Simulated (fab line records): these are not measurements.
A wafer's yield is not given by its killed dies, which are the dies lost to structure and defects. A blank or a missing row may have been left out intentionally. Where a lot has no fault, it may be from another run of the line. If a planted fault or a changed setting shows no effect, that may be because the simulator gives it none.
Matching of chambers | flow nandHarc | 3 sister chambers for NHARC_P_GATE_DEP_103 on pecvd-03
The step deposits SiON, target thk 30 nm. 16 wafers are shown with their chamber, then 8 later ones without.

== WAFERS PAIRED WITH THEIR CHAMBERS ==
wafer  | chamber | heaterPowerW (W)
L687.2 | 2       | 826
L687.5 | 1       | 823
L687.6 | 2       | 806
L689.1 | 0       | 554
L689.2 | 1       | 847
L689.5 | 0       | 545
L694.1 | 0       | 590
L694.4 | 1       | 827
L694.5 | 2       | 846
L695.2 | 0       | 640
L695.3 | 1       | 799
L695.4 | 1       | 789
L700.1 | 2       | 713
L700.2 | 1       | 845
L700.4 | 1       | 865
L701.1 | 1       | 895

SIGNATURES (averages over the wafers above)
reading      | chamber 0 | chamber 1 | chamber 2 | scatter within a chamber
heaterPowerW | 582.25    | 836.25    | 797.75    | 43.2
Rule: a wafer lies at a distance from a chamber equal to the root of the sum of squares, over the readings, of (its reading less the chamber's mean, divided by the reading's scatter). If the next closest chamber is less than 2 further off than the closest, the wafer can't be placed; otherwise it belongs to the closest. How the scatter is found: for the shown wafers, subtract from each reading the mean of its chamber, square and add these, divide the total by (wafers less chambers), then take the root.

== WAFERS WITHOUT THEIR CHAMBER ==
wafer  | heaterPowerW (W)
L701.4 | 725
L701.6 | 742
L706.1 | 655
L706.2 | 761
L706.6 | 649
L708.2 | 791
L708.3 | 661
L708.6 | 820

== THE CHAMBER EACH PASSED THROUGH ==
wafer  | from the rows above          | in truth
L701.4 | can't be placed: 2 or 1 or 0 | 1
L701.6 | can't be placed: 2 or 1      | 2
L706.1 | can't be placed: 0 or 2      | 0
L706.2 | can't be placed: 2 or 1      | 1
L706.6 | can't be placed: 0 or 2      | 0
L708.2 | can't be placed: 2 or 1      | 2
L708.3 | can't be placed: 0 or 2      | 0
L708.6 | can't be placed: 1 or 2      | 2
Placed correctly: 0 of 8. These rows do not allow placing 8 (true chamber among the candidates in 8). Number placed wrongly: 0.
